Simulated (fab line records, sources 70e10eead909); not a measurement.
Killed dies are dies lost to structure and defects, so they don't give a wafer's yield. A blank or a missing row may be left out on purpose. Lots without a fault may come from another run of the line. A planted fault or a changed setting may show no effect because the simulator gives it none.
Chamber matching | flow nand_harc | NHARC_A_STAIRCASE_DESCUM_312 on rie_diel-01: 4 sister chambers
The step chemistry O2, time 3 s. 8 wafers are shown with their chamber, then 10 later ones without.

WAFERS WITH THEIR CHAMBER
wafer  | chamber | showerhead_plenum_p_Torr (Torr) | drypump_motor_current_A (A)
L077.6 | 0       | 2.07                            | 5.4
L079.2 | 0       | 2.07                            | 5.4
L079.5 | 3       | 1.85                            | 5.7
L081.1 | 1       | 1.93                            | 5.9
L081.2 | 2       | 1.78                            | 6.2
L081.4 | 1       | 1.93                            | 5.9
L083.1 | 3       | 1.84                            | 5.6
L083.3 | 2       | 1.78                            | 6.2

WAFERS WITHOUT THEIR CHAMBER
wafer  | showerhead_plenum_p_Torr (Torr) | drypump_motor_current_A (A)
L083.4 | 2.06                            | 5.4
L085.3 | 2.06                            | 5.4
L085.4 | 1.78                            | 6.2
L085.5 | 2.06                            | 5.4
L092.3 | 1.92                            | 5.9
L092.4 | 2.06                            | 5.4
L092.6 | 2.06                            | 5.4
L092.1 | 1.77                            | 6.2
L092.2 | 1.84                            | 5.7
L092.5 | 1.92                            | 5.9

WHICH CHAMBER EACH WENT THROUGH
wafer  | from the rows above | in truth
L083.4 | 0                   | 0
L085.3 | 0                   | 0
L085.4 | 2                   | 2
L085.5 | 0                   | 0
L092.3 | 1                   | 1
L092.4 | 0                   | 0
L092.6 | 0                   | 0
L092.1 | 2                   | 2
L092.2 | 3                   | 3
L092.5 | 1                   | 1
Placed correctly: 10 of 10. Can't be placed from these rows: 0. Placed wrongly: 0.
How it was worked out, from the rows above alone: a wafer's distance from a chamber is the root of the sum, over the readings, of the square of ((its reading less the chamber's mean) divided by the reading's scatter). The wafer belongs to the nearest chamber; if the next one is less than 2 further off, it can't be placed. A chamber's mean is the mean of its shown wafers. The scatter: the root of (the sum of the squares of (reading less its chamber's mean) over the shown wafers, divided by (wafers less chambers)).
